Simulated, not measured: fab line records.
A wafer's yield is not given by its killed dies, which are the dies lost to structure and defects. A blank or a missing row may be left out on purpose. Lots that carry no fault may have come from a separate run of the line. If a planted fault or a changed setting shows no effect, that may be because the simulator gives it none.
fab line records	flow n5Finfet
record lots=24	wafers=72	lastDay=18
route steps=1938 shown BEOL_M0_CUTY@709 BEOL_M0@746 BEOL_M1@764
lots untouched by any fault: they come from a run of this same line in which no faults occurred
startH: start of the lot's first displayed wafer, in hours after the record's first day	waitH: hours since the lot's step before	" repeats the value in the row above	L1.1+2: several wafers, shown together as one row	- no value, or no start was given	* or withheld: withheld	< > ~ a bound
route shown NAME@n: NAME is a module with steps in the file, n the number in the route of the first one	usual: mean and standard deviation over wafers with no fault	same: alike in all rows	chamber/n: place in a boat	sites: readings site by site	_std_site: the standard deviation of these	_edge_site: the outer-site mean with the inner-site mean subtracted	radiusMm: for every site, how far away it sits from the centre of the wafer	mask NAME#n: copy n	behind: the most recent tool/chamber to have shaped the wafer	hold: the reason the lot was held/the length of the hold in hours/how it ended	device: transistor that didn't switch, given as n, p or np	end of line: tests run on the same wafers once the route is complete	a step given without rows: its recipe and nothing more	killed: dies that structure and defects cost at the first sort, which is not the same as the wafer's yield	map: shows each die of a wafer: x if killed, . if not, _ if none is there
set.NAME: the setting as run; set.NAME@STEP: as run at that earlier step	model.NAME: the simulator's own value behind a step, which no gauge read
route steps across a sampled set of lots; one table per step, one row per wafer
services: from which hour (startH, from the record's first day; less than 0 if before it) a tool's chamber was out of use, for how many hours, and why
## steps
# step N5_BEOL_M0_CUTY_OVL_MEAS_58
# recipe pointsPerWafer=44
# usual M0_ABLK_OVL=-0.1/0.76
lot.wafer	tool	chamber	startH	waitH	M0_ABLK_OVL[nm]
L074.1	overlay-02	0	113.46	0.0	-0.4
L074.3	"	0	"	"	0.2
L074.4	"	0	"	"	-0.3
L075.1	overlay-02	0	119.79	0.0	0.9
L075.4	"	0	"	"	1.8
L075.6	"	0	"	"	0.6
L076.4	overlay-02	0	127.50	0.0	1.0
L076.5	"	0	"	"	1.4
L076.6	"	0	"	"	0.4
L077.3	overlay-01	0	128.08	0.0	-0.2
L077.5	"	0	"	"	-0.6
L077.6	"	0	"	"	-0.2
L078.1	overlay-01	0	142.62	0.0	1.7
L078.2	"	0	"	"	1.4
L078.3	"	0	"	"	1.5
L079.2	overlay-02	0	151.82	0.0	-0.5
L079.4	"	0	"	"	0.9
L079.5	"	0	"	"	-0.5
L080.1	overlay-01	0	156.79	0.0	-1.8
L080.4	"	0	"	"	-0.3
L080.5	"	0	"	"	-0.6
L081.1	overlay-01	0	160.66	0.0	0.0
L081.2	"	0	"	"	0.2
L081.6	"	0	"	"	0.0
L082.1	overlay-01	0	165.12	0.0	-0.2
L082.3	"	0	"	"	0.2
L082.4	"	0	"	"	0.5
L083.3	overlay-01	0	166.13	0.0	-0.1
L083.5	"	0	"	"	0.2
L083.6	"	0	"	"	-0.4
L084.1	overlay-01	0	174.98	0.0	0.1
L084.2	"	0	"	"	0.3
L084.5	"	0	"	"	1.4
L085.2	overlay-01	0	185.71	0.0	-0.9
L085.4	"	0	"	"	-0.2
L085.6	"	0	"	"	-0.4
L086.3	overlay-02	0	186.02	0.0	-0.6
L086.4	"	0	"	"	-0.3
L086.6	"	0	"	"	-1.1
L087.2	overlay-02	0	199.46	0.0	-0.9
L087.4	"	0	"	"	-0.8
L087.6	"	0	"	"	-1.1
L088.2	overlay-01	0	201.28	0.0	0.5
L088.4	"	0	"	"	0.4
L088.6	"	0	"	"	-1.0
L089.1	overlay-02	0	206.54	0.0	-1.6
L089.3	"	0	"	"	-0.7
L089.6	"	0	"	"	-0.5
L090.2	overlay-01	0	206.92	0.0	0.3
L090.3	"	0	"	"	0.5
L090.5	"	0	"	"	1.0
L091.3	overlay-02	0	212.55	0.0	-0.1
L091.4	"	0	"	"	0.1
L091.6	"	0	"	"	-0.3
L092.2	overlay-01	0	220.39	0.0	0.4
L092.3	"	0	"	"	-0.4
L092.5	"	0	"	"	0.4
L093.2	overlay-02	0	227.97	0.0	-0.9
L093.5	"	0	"	"	-1.0
L093.6	"	0	"	"	-0.3
L094.2	overlay-02	0	233.45	0.0	-1.2
L094.4	"	0	"	"	-1.0
L094.5	"	0	"	"	0.0
L095.1	overlay-01	0	245.40	0.0	-0.5
L095.2	"	0	"	"	-0.6
L095.3	"	0	"	"	-0.9
L096.3	overlay-02	0	248.12	0.0	-0.5
L096.5	"	0	"	"	-0.9
L096.6	"	0	"	"	0.2
L097.1	overlay-01	0	252.39	0.0	-0.1
L097.3	"	0	"	"	-1.0
L097.4	"	0	"	"	-1.1
# step N5_BEOL_M0_CO_CAP_123
# recipe material=Co	targetThkA=20	tempC=200	precursor=CCTBA/H2	pressureTorr=30	timeS=102.1
# usual heaterPowerW=228/36
lot.wafer	tool	chamber	startH	waitH	heaterPowerW
L074.1	cvdCo-02	2	125.66	0.0	260
L074.3	"	0	"	"	228
L074.4	"	2	"	"	254
L075.1	cvdCo-01	2	126.10	0.0	186
L075.4	"	1	"	"	226
L075.6	"	2	"	"	178
L076.4	cvdCo-02	0	133.52	0.1	225
L076.5	"	2	"	"	255
L076.6	"	0	"	"	225
L077.3	cvdCo-02	2	135.40	0.1	248
L077.5	"	2	"	"	254
L077.6	"	0	"	"	236
L078.1	cvdCo-01	0	147.44	0.0	274
L078.2	"	1	"	"	224
L078.3	"	2	"	"	181
L079.2	cvdCo-02	2	156.93	0.0	258
L079.4	"	1	"	"	165
L079.5	"	0	"	"	233
L080.1	cvdCo-01	1	161.89	0.0	225
L080.4	"	1	"	"	225
L080.5	"	1	"	"	226
L081.1	cvdCo-01	2	166.19	0.0	185
L081.2	"	0	"	"	274
L081.6	"	1	"	"	225
L082.1	cvdCo-02	2	169.74	0.0	265
L082.3	"	0	"	"	232
L082.4	"	1	"	"	164
L083.3	cvdCo-01	2	170.57	0.0	184
L083.5	"	1	"	"	225
L083.6	"	2	"	"	188
L084.1	cvdCo-02	1	188.99	0.0	162
L084.2	"	0	"	"	224
L084.5	"	1	"	"	169
L086.3	cvdCo-01	1	192.31	0.0	227
L086.4	"	0	"	"	282
L086.6	"	1	"	"	231
L085.2	cvdCo-01	0	192.99	0.0	279
L085.4	"	0	"	"	276
L085.6	"	1	"	"	223
L088.2	cvdCo-01	1	205.12	0.0	225
L088.4	"	0	"	"	277
L088.6	"	2	"	"	184
L087.2	cvdCo-01	2	205.56	0.0	189
L087.4	"	0	"	"	276
L087.6	"	2	"	"	182
L089.1	cvdCo-02	0	210.63	0.0	233
L089.3	"	1	"	"	169
L089.6	"	1	"	"	167
L090.2	cvdCo-02	2	215.24	0.0	261
L090.3	"	0	"	"	235
L090.5	"	2	"	"	254
L091.3	cvdCo-02	2	218.09	0.0	259
L091.4	"	0	"	"	234
L091.6	"	2	"	"	255
L092.2	cvdCo-01	1	226.56	0.0	228
L092.3	"	2	"	"	186
L092.5	"	0	"	"	277
L093.2	cvdCo-02	0	235.03	0.0	236
L093.5	"	1	"	"	170
L093.6	"	0	"	"	238
L094.2	cvdCo-01	0	240.40	0.0	281
L094.4	"	1	"	"	228
L094.5	"	2	"	"	186
L095.1	cvdCo-01	2	254.14	0.0	185
L095.2	"	1	"	"	225
L095.3	"	0	"	"	274
L096.3	cvdCo-02	0	256.14	0.0	233
L096.5	"	1	"	"	173
L096.6	"	2	"	"	261
L097.1	cvdCo-01	1	256.93	0.0	227
L097.3	"	2	"	"	188
L097.4	"	2	"	"	184
# step N5_BEOL_M1_CD_MEAS_11
# recipe targetCdNm=17.05	landingEnergyEv=500	detector=seInlens	polarity=opening
# usual cdNm=17.01/0.27
lot.wafer	tool	chamber	startH	waitH	cdNm
L074.1	cdSem-03	0	127.67	-	16.95
L074.3	"	0	"	"	17.81
L074.4	"	0	"	"	17.12
L075.1	cdSem-01	0	128.01	-	16.99
L075.4	"	0	"	"	16.91
L075.6	"	0	"	"	17.07
L076.4	cdSem-01	0	136.62	-	16.93
L076.5	"	0	"	"	17.49
L076.6	"	0	"	"	16.71
L077.3	cdSem-02	0	136.87	-	17.29
L077.5	"	0	"	"	16.91
L077.6	"	0	"	"	16.75
L078.1	cdSem-02	0	148.89	-	17.09
L078.2	"	0	"	"	17.35
L078.3	"	0	"	"	17.21
L079.2	cdSem-02	0	159.21	-	17.26
L079.4	"	0	"	"	16.48
L079.5	"	0	"	"	17.08
L080.1	cdSem-03	0	163.22	-	17.11
L080.4	"	0	"	"	17.16
L080.5	"	0	"	"	17.02
L081.1	cdSem-02	0	167.11	-	17.19
L081.2	"	0	"	"	17.31
L081.6	"	0	"	"	17.40
L082.1	cdSem-02	0	176.04	-	17.09
L082.3	"	0	"	"	17.20
L082.4	"	0	"	"	16.77
L083.3	cdSem-01	0	176.27	-	16.74
L083.5	"	0	"	"	16.92
L083.6	"	0	"	"	16.45
L084.1	cdSem-01	0	189.97	-	16.94
L084.2	"	0	"	"	16.53
L084.5	"	0	"	"	16.69
L086.3	cdSem-03	0	193.28	-	17.04
L086.4	"	0	"	"	17.35
L086.6	"	0	"	"	16.81
L085.2	cdSem-02	0	193.88	-	16.58
L085.4	"	0	"	"	16.96
L085.6	"	0	"	"	16.40
L088.2	cdSem-03	0	206.95	-	16.80
L088.4	"	0	"	"	16.49
L088.6	"	0	"	"	17.13
L087.2	cdSem-02	0	207.51	-	16.85
L087.4	"	0	"	"	17.15
L087.6	"	0	"	"	17.15
L089.1	cdSem-01	0	213.19	-	17.41
L089.3	"	0	"	"	17.23
L089.6	"	0	"	"	16.84
L090.2	cdSem-01	0	216.52	-	17.49
L090.3	"	0	"	"	17.48
L090.5	"	0	"	"	17.28
L091.3	cdSem-03	0	220.21	-	17.04
L091.4	"	0	"	"	16.77
L091.6	"	0	"	"	16.83
L092.2	cdSem-02	0	228.11	-	17.32
L092.3	"	0	"	"	16.92
L092.5	"	0	"	"	16.99
L093.2	cdSem-01	0	238.33	-	16.86
L093.5	"	0	"	"	17.02
L093.6	"	0	"	"	16.88
L094.2	cdSem-01	0	245.52	-	16.99
L094.4	"	0	"	"	17.30
L094.5	"	0	"	"	16.93
L095.1	cdSem-01	0	255.99	-	16.91
L095.2	"	0	"	"	17.04
L095.3	"	0	"	"	16.65
L096.3	cdSem-01	0	257.13	-	16.47
L096.5	"	0	"	"	16.56
L096.6	"	0	"	"	16.90
L097.1	cdSem-02	0	259.13	-	17.67
L097.3	"	0	"	"	16.91
L097.4	"	0	"	"	17.43
# step N5_BEOL_M1_DESCUM_16
# recipe chemistry=O2	timeS=7	sourcePowerW=50	biasPowerW=20	pressureMtorr=20	rfFrequencyHz=2.712e+07	tempC=40	resist=CAR-EUV	o2FlowSccm=225
# usual drypumpMotorCurrentA=5.9/0.54	oesProductAu=0.77/0.092	rfVppV=243.5/1.3	showerheadPlenumPTorr=2.11/0.059	throttleValvePct=20.44/0.24
lot.wafer	tool	chamber	startH	waitH	drypumpMotorCurrentA	oesProductAu	rfHoursCounterH	rfVppV	showerheadPlenumPTorr	throttleValvePct
L074.1	rieDiel-02	1	127.80	0.0	6.3	0.86	47	242.7	2.14	20.10
L074.3	"	3	"	"	6.2	0.69	213	244.5	2.18	20.54
L074.4	"	2	"	"	5.9	0.71	222	242.2	1.98	20.30
L075.1	rieDiel-03	2	128.26	0.2	6.0	0.68	248	243.9	2.13	20.70
L075.4	"	0	"	"	5.9	0.68	249	243.6	2.03	20.80
L075.6	"	1	"	"	5.4	0.76	-	242.9	2.10	20.89
L076.4	rieDiel-03	3	136.76	0.0	4.8	0.74	-	245.1	2.19	20.49
L076.5	"	2	"	"	5.9	0.69	-	244.0	2.13	20.69
L076.6	"	1	"	"	5.3	0.76	-	241.6	2.10	20.87
L077.3	rieDiel-02	1	137.25	0.3	6.3	0.86	50	243.1	2.14	20.11
L077.5	"	0	"	"	5.2	0.71	-	242.5	2.12	20.13
L077.6	"	3	"	"	6.3	0.67	-	244.2	2.18	20.57
L078.1	rieDiel-05	2	149.17	0.2	6.6	0.76	146	244.5	2.12	20.60
L078.2	"	3	"	"	5.8	0.72	159	243.8	2.16	20.59
L078.3	"	0	"	"	6.6	0.77	143	243.2	2.03	20.19
L079.2	rieDiel-05	2	159.33	0.0	6.6	0.76	149	244.3	2.12	20.61
L079.4	"	1	"	"	5.3	0.70	240	244.1	2.15	20.51
L079.5	"	1	"	"	5.3	0.71	-	245.0	2.15	20.52
L080.1	rieDiel-05	1	163.64	0.3	5.3	0.71	241	244.9	2.15	20.52
L080.4	"	2	"	"	6.6	0.76	151	242.8	2.12	20.60
L080.5	"	3	"	"	5.8	0.72	-	243.6	2.15	20.61
L081.1	rieDiel-02	1	167.71	0.5	6.3	0.84	60	243.8	2.14	20.13
L081.2	"	2	"	"	5.9	0.70	235	240.9	1.98	20.34
L081.6	"	2	"	"	5.9	0.71	-	240.6	1.98	20.32
L082.1	rieDiel-02	0	176.16	0.0	5.2	0.70	226	244.0	2.12	20.15
L082.3	"	1	"	"	6.3	0.84	62	243.4	2.14	20.14
L082.4	"	2	"	"	5.9	0.70	237	241.8	1.98	20.33
L083.3	rieDiel-05	3	176.39	0.0	5.8	0.71	166	244.3	2.15	20.60
L083.5	"	2	"	"	6.6	0.75	-	244.4	2.12	20.61
L083.6	"	3	"	"	5.8	0.71	-	242.4	2.15	20.60
L084.1	rieDiel-03	0	190.10	0.0	5.9	0.95	16	242.3	2.03	20.27
L084.2	"	1	"	"	5.3	0.73	181	243.0	2.09	20.92
L084.5	"	1	"	"	5.3	0.74	-	243.1	2.09	20.92
L086.3	rieDiel-02	1	193.45	0.1	6.3	0.82	67	243.4	2.14	20.14
L086.4	"	0	"	"	5.2	0.70	-	244.5	2.11	20.16
L086.6	"	1	"	"	6.3	0.83	-	244.2	2.14	20.13
L085.2	rieDiel-03	1	194.03	0.1	5.4	0.74	183	243.8	2.09	20.90
L085.4	"	0	"	"	5.9	0.95	18	242.1	2.03	20.28
L085.6	"	1	"	"	5.4	0.74	-	243.1	2.09	20.92
L088.2	rieDiel-05	0	207.07	0.0	6.6	0.76	161	242.3	2.03	20.21
L088.4	"	3	"	"	5.8	0.70	-	245.0	2.15	20.62
L088.6	"	2	"	"	6.6	0.74	-	243.8	2.11	20.62
L087.2	rieDiel-02	3	207.65	0.1	6.3	0.68	233	243.0	2.18	20.58
L087.4	"	0	"	"	5.2	0.70	237	244.7	2.11	20.19
L087.6	"	3	"	"	6.2	0.66	-	243.6	2.18	20.59
L089.1	rieDiel-03	3	213.31	0.0	4.8	0.72	185	244.7	2.17	20.52
L089.3	"	2	"	"	6.0	0.96	13	244.1	2.12	20.27
L089.6	"	0	"	"	5.9	0.93	-	241.8	2.03	20.30
L090.2	rieDiel-05	2	216.64	0.0	6.6	0.75	169	242.6	2.11	20.61
L090.3	"	3	"	"	5.8	0.70	181	244.5	2.15	20.62
L090.5	"	0	"	"	6.6	0.75	-	240.2	2.02	20.21
L091.3	rieDiel-05	3	220.33	0.0	5.8	0.70	182	242.4	2.15	20.63
L091.4	"	0	"	"	6.6	0.74	166	240.7	2.02	20.21
L091.6	"	0	"	"	6.6	0.75	-	241.5	2.02	20.23
L092.2	rieDiel-05	3	228.24	0.0	5.8	0.69	185	244.1	2.15	20.63
L092.3	"	2	"	"	6.6	0.74	172	241.8	2.11	20.64
L092.5	"	1	"	"	5.3	1.00	-	243.7	2.14	20.32
L093.2	rieDiel-05	1	238.45	0.0	5.3	0.97	6	245.0	2.14	20.34
L093.5	"	2	"	"	6.6	0.74	-	241.3	2.11	20.62
L093.6	"	1	"	"	5.3	0.97	-	244.9	2.14	20.33
L094.2	rieDiel-03	2	246.09	0.5	6.0	0.93	24	242.3	2.12	20.29
L094.4	"	0	"	"	5.9	0.91	34	241.9	2.02	20.30
L094.5	"	2	"	"	6.0	0.95	-	244.0	2.12	20.29
L095.1	rieDiel-02	1	256.11	0.0	6.3	0.80	87	244.5	2.13	20.16
L095.2	"	2	"	"	5.9	0.95	5	245.8	2.24	20.05
L095.3	"	3	"	"	6.2	0.66	247	242.9	2.17	20.61
L096.3	rieDiel-05	1	257.25	0.0	5.3	0.97	11	243.7	2.14	20.35
L096.5	"	1	"	"	5.3	0.97	-	242.8	2.14	20.34
L096.6	"	0	"	"	6.6	0.74	-	241.2	2.02	20.23
L097.1	rieDiel-02	1	259.26	0.0	6.3	0.81	89	243.9	2.13	20.16
L097.3	"	2	"	"	5.9	0.92	7	245.8	2.24	20.06
L097.4	"	2	"	"	5.9	0.93	-	245.6	2.24	20.05
# step N5_BEOL_M1_HM_OPEN_17
# recipe chemistry=Cl2/BCl3	targetDepthA=200	overetchA=60	target=TiN	maskMaterial=SOC	ionEnergyEv=150	pressureMtorr=10	icpW=1000	biasW=126	Cl2_flow_sccm=53.25	bcl3FlowSccm=21.75	Ar_flow_sccm=25
# usual drypumpMotorCurrentA=5.8/0.49	oesProductAu=0.64/0.089	throttleValvePct=22.15/0.29
lot.wafer	tool	chamber	startH	waitH	drypumpMotorCurrentA	oesProductAu	rfHoursCounterH	throttleValvePct
L074.1	rieMetal-01	1	128.05	0.0	5.4	0.51	130	22.36
L074.3	"	1	"	"	5.4	0.51	-	22.35
L074.4	"	0	"	"	5.8	0.66	-	21.59
L075.1	rieMetal-01	0	128.50	0.0	5.8	0.65	46	21.57
L075.4	"	1	"	"	5.3	0.49	-	22.39
L075.6	"	0	"	"	5.8	0.66	-	21.56
L076.4	rieMetal-01	1	137.06	0.1	5.3	0.50	-	22.36
L076.5	"	1	"	"	5.3	0.50	-	22.39
L076.6	"	0	"	"	5.8	0.65	-	21.59
L077.3	rieMetal-01	1	137.53	0.1	5.4	0.50	-	22.38
L077.5	"	0	"	"	5.9	0.64	-	21.61
L077.6	"	1	"	"	5.4	0.50	-	22.39
L078.1	rieMetal-03	1	149.42	0.0	5.9	0.70	29	22.15
L078.2	"	0	"	"	5.6	0.63	53	22.61
L078.3	"	0	"	"	5.5	0.62	-	22.62
L079.2	rieMetal-02	0	159.58	0.0	6.6	0.76	16	22.06
L079.4	"	1	"	"	5.4	0.55	-	22.22
L079.5	"	0	"	"	6.6	0.76	-	22.07
L080.1	rieMetal-01	1	163.89	0.0	5.3	0.50	134	22.38
L080.4	"	1	"	"	5.4	0.50	-	22.37
L080.5	"	1	"	"	5.3	0.50	-	22.38
L081.1	rieMetal-02	0	168.02	0.1	6.7	0.75	17	22.06
L081.2	"	1	"	"	5.4	0.55	100	22.24
L081.6	"	0	"	"	6.6	0.75	-	22.07
L082.1	rieMetal-03	0	176.41	0.0	5.5	0.63	54	22.61
L082.3	"	1	"	"	5.8	0.68	-	22.18
L082.4	"	0	"	"	5.5	0.63	-	22.61
L083.3	rieMetal-03	1	176.66	0.1	5.9	0.68	-	22.16
L083.5	"	0	"	"	5.5	0.63	-	22.62
L083.6	"	1	"	"	5.9	0.68	-	22.17
L084.1	rieMetal-02	0	190.34	0.0	6.6	0.75	19	22.06
L084.2	"	1	"	"	5.4	0.55	102	22.26
L084.5	"	0	"	"	6.6	0.75	-	22.06
L086.3	rieMetal-02	0	193.73	0.1	6.6	0.75	-	22.07
L086.4	"	1	"	"	5.4	0.56	-	22.24
L086.6	"	1	"	"	5.4	0.56	-	22.25
L085.2	rieMetal-02	0	194.28	0.0	6.6	0.75	19	22.08
L085.4	"	1	"	"	5.4	0.55	-	22.26
L085.6	"	1	"	"	5.4	0.55	-	22.25
L088.2	rieMetal-02	0	207.32	0.0	6.7	0.74	20	22.08
L088.4	"	1	"	"	5.4	0.55	-	22.25
L088.6	"	1	"	"	5.4	0.55	-	22.24
L087.2	rieMetal-02	1	207.90	0.0	5.4	0.55	103	22.25
L087.4	"	0	"	"	6.7	0.74	-	22.07
L087.6	"	1	"	"	5.4	0.55	-	22.25
L089.1	rieMetal-03	0	213.56	0.0	5.5	0.63	58	22.60
L089.3	"	1	"	"	5.9	0.68	-	22.20
L089.6	"	0	"	"	5.5	0.62	-	22.61
L090.2	rieMetal-02	0	216.89	0.0	6.6	0.73	23	22.08
L090.3	"	1	"	"	5.4	0.55	-	22.24
L090.5	"	0	"	"	6.6	0.73	-	22.07
L091.3	rieMetal-01	1	220.61	0.1	5.4	0.85	-	21.90
L091.4	"	0	"	"	5.8	0.64	-	21.59
L091.6	"	1	"	"	5.4	0.84	-	21.90
L092.2	rieMetal-02	0	228.48	0.0	6.6	0.73	24	22.09
L092.3	"	1	"	"	5.4	0.54	-	22.28
L092.5	"	0	"	"	6.7	0.73	-	22.09
L093.2	rieMetal-03	1	238.70	0.0	5.9	0.67	38	22.18
L093.5	"	1	"	"	5.9	0.68	-	22.17
L093.6	"	0	"	"	5.5	0.61	-	22.63
L094.2	rieMetal-02	1	246.33	0.0	5.4	0.55	109	22.24
L094.4	"	0	"	"	6.6	0.72	-	22.08
L094.5	"	1	"	"	5.4	0.55	-	22.24
L095.1	rieMetal-02	0	256.36	0.0	6.6	0.72	27	22.09
L095.2	"	1	"	"	5.4	0.55	110	22.24
L095.3	"	0	"	"	6.6	0.72	-	22.07
L096.3	rieMetal-01	0	257.53	0.1	5.8	0.63	-	21.62
L096.5	"	1	"	"	5.4	0.82	-	21.91
L096.6	"	0	"	"	5.9	0.62	-	21.61
L097.1	rieMetal-03	1	259.50	0.0	5.8	0.68	40	22.19
L097.3	"	1	"	"	5.8	0.68	-	22.18
L097.4	"	0	"	"	5.5	0.62	-	22.62
# step N5_BEOL_M1_STRIP_19
# recipe chemistry=O2	powerW=400	tempC=40	pressureMtorr=30	rfFrequencyHz=6e+07	biasPowerW=0	overashFraction=0.2	o2FlowSccm=225
# usual drypumpMotorCurrentA=5.8/0.55	oesProductAu=0.77/0.096	rfVppV=3.7/0.47	showerheadPlenumPTorr=2.11/0.058	throttleValvePct=16.71/0.22
lot.wafer	tool	chamber	startH	waitH	drypumpMotorCurrentA	oesProductAu	rfHoursCounterH	rfVppV	showerheadPlenumPTorr	throttleValvePct
L074.1	rieDiel-03	2	128.22	0.1	6.0	0.68	248	4.6	2.13	16.97
L074.3	"	3	"	"	4.8	0.74	153	3.0	2.19	16.72
L074.4	"	0	"	"	5.9	0.68	249	3.8	2.04	17.09
L075.1	rieDiel-03	3	128.61	0.1	4.9	0.74	153	3.5	2.19	16.71
L075.4	"	1	"	"	5.3	0.76	157	3.8	2.10	17.04
L075.6	"	0	"	"	5.9	0.68	-	4.1	2.04	17.09
L076.4	rieDiel-02	1	137.21	0.1	6.3	0.85	50	3.3	2.15	16.32
L076.5	"	1	"	"	6.3	0.86	-	3.8	2.15	16.33
L076.6	"	2	"	"	5.9	0.70	-	3.5	1.99	16.63
L077.3	rieDiel-05	3	137.61	0.1	5.8	0.72	156	4.5	2.16	16.82
L077.5	"	1	"	"	5.3	0.71	-	4.0	2.16	16.83
L077.6	"	2	"	"	6.6	0.77	-	3.7	2.12	16.76
L078.1	rieDiel-02	0	149.59	0.1	5.2	0.71	218	4.1	2.12	16.53
L078.2	"	3	"	"	6.2	0.68	219	3.8	2.19	16.79
L078.3	"	2	"	"	5.9	0.71	229	3.8	1.99	16.62
L079.2	rieDiel-05	2	159.69	0.1	6.7	0.76	150	3.6	2.12	16.78
L079.4	"	0	"	"	6.6	0.77	147	4.1	2.04	16.46
L079.5	"	0	"	"	6.6	0.77	-	3.4	2.04	16.46
L080.1	rieDiel-02	1	164.00	0.1	6.3	0.85	59	4.3	2.15	16.35
L080.4	"	2	"	"	5.9	0.70	234	4.0	1.98	16.63
L080.5	"	1	"	"	6.3	0.84	-	3.7	2.15	16.35
L081.1	rieDiel-03	1	168.21	0.2	5.3	0.74	175	3.8	2.10	17.08
L081.2	"	0	"	"	5.9	0.97	9	3.7	2.04	16.56
L081.6	"	0	"	"	5.9	0.97	-	3.6	2.04	16.55
L082.1	rieDiel-05	0	176.61	0.2	6.6	0.77	151	3.7	2.03	16.46
L082.3	"	1	"	"	5.3	0.70	244	3.3	2.15	16.86
L082.4	"	3	"	"	5.9	0.71	166	3.2	2.16	16.85
L083.3	rieDiel-02	1	176.85	0.2	6.3	0.84	62	3.3	2.14	16.35
L083.5	"	3	"	"	6.2	0.67	-	4.0	2.18	16.81
L083.6	"	2	"	"	5.9	0.70	-	3.4	1.98	16.65
L084.1	rieDiel-03	2	190.45	0.1	6.0	0.99	6	4.0	2.13	16.48
L084.2	"	3	"	"	4.8	0.72	177	3.1	2.18	16.75
L084.5	"	2	"	"	6.0	0.98	-	3.6	2.13	16.49
L086.3	rieDiel-05	0	193.87	0.1	6.6	0.77	155	2.7	2.03	16.48
L086.4	"	2	"	"	6.6	0.76	159	3.9	2.12	16.79
L086.6	"	2	"	"	6.6	0.76	-	3.9	2.12	16.81
L085.2	rieDiel-05	0	194.50	0.2	6.6	0.76	156	3.2	2.03	16.48
L085.4	"	3	"	"	5.8	0.70	172	3.3	2.16	16.87
L085.6	"	3	"	"	5.9	0.70	-	3.9	2.16	16.86
L088.2	rieDiel-03	1	207.48	0.1	5.3	0.74	188	3.6	2.09	17.09
L088.4	"	2	"	"	6.0	0.97	12	3.7	2.13	16.49
L088.6	"	2	"	"	6.0	0.97	-	4.2	2.13	16.49
L087.2	rieDiel-02	2	208.02	0.1	5.9	0.69	248	3.9	1.98	16.68
L087.4	"	0	"	"	5.2	0.69	237	3.8	2.12	16.57
L087.6	"	1	"	"	6.3	0.82	-	4.6	2.14	16.39
L089.1	rieDiel-05	2	213.67	0.1	6.6	0.75	167	2.9	2.12	16.80
L089.3	"	0	"	"	6.6	0.75	164	3.3	2.03	16.49
L089.6	"	0	"	"	6.6	0.75	-	4.0	2.03	16.49
L090.2	rieDiel-03	3	217.01	0.1	4.8	0.72	186	3.2	2.18	16.77
L090.3	"	1	"	"	5.3	0.73	191	4.4	2.09	17.11
L090.5	"	2	"	"	6.0	0.97	-	4.3	2.13	16.51
L091.3	rieDiel-03	3	220.79	0.2	4.8	0.72	187	4.1	2.18	16.78
L091.4	"	0	"	"	5.9	0.93	26	4.0	2.03	16.59
L091.6	"	1	"	"	5.4	0.72	-	3.9	2.09	17.11
L092.2	rieDiel-05	3	228.59	0.1	5.8	0.70	185	3.0	2.15	16.88
L092.3	"	2	"	"	6.6	0.74	173	3.2	2.11	16.82
L092.5	"	1	"	"	5.3	0.99	-	4.1	2.15	16.49
L093.2	rieDiel-03	0	238.81	0.1	5.9	0.92	31	4.8	2.03	16.59
L093.5	"	3	"	"	4.8	0.72	-	3.7	2.18	16.79
L093.6	"	0	"	"	5.9	0.92	-	4.3	2.03	16.61
L094.2	rieDiel-03	1	246.59	0.2	5.4	0.72	200	4.1	2.09	17.11
L094.4	"	3	"	"	4.8	0.72	195	3.3	2.18	16.78
L094.5	"	2	"	"	6.0	0.93	-	3.5	2.12	16.52
L095.1	rieDiel-05	1	256.60	0.2	5.3	0.96	10	3.7	2.15	16.52
L095.2	"	2	"	"	6.6	0.73	179	3.6	2.11	16.83
L095.3	"	0	"	"	6.6	0.74	176	3.5	2.02	16.50
L096.3	rieDiel-03	0	257.61	0.1	5.9	0.91	38	3.9	2.03	16.59
L096.5	"	2	"	"	6.0	0.94	-	4.7	2.12	16.52
L096.6	"	1	"	"	5.3	0.71	-	4.4	2.09	17.13
L097.1	rieDiel-02	1	259.62	0.1	6.3	0.81	89	4.5	2.13	16.42
L097.3	"	2	"	"	5.9	0.92	7	3.9	2.24	16.24
L097.4	"	3	"	"	6.2	0.66	-	4.2	2.18	16.86
## services
tool	chamber	startH	hours	kind
rieMetal-01	-	107.94	0.5	repair
rieDiel-05	3	120.53	12.2	repair
rieMetal-03	-	128.12	14.6	pm
rieDiel-05	0	130.14	5.3	repair
rieDiel-03	0	130.43	-	clean
rieDiel-03	0	130.43	-	consumableReplace:focusRing
rieDiel-03	0	130.43	18.5	scheduledDown
rieDiel-03	0	130.43	18.5	ventCycle
rieMetal-01	-	144.80	0.9	repair
rieDiel-02	-	145.77	0.3	repair
rieDiel-03	2	149.60	-	clean
rieDiel-03	2	149.60	-	consumableReplace:focusRing
cvdCo-01	2	150.93	11.7	repair
rieMetal-03	0	152.94	18.0	repair
rieMetal-02	-	155.30	1.4	pm
rieDiel-05	1	196.49	-	clean
rieDiel-05	1	196.49	-	consumableReplace:focusRing
rieDiel-05	1	196.49	20.2	scheduledDown
rieDiel-05	1	196.49	20.2	ventCycle
rieDiel-02	2	214.60	-	clean
rieDiel-02	2	214.60	-	consumableReplace:focusRing
rieDiel-02	2	214.60	-	consumableReplace:showerhead
rieDiel-02	2	214.60	22.7	scheduledDown
rieMetal-01	-	226.93	6.8	repair
## key
fault none
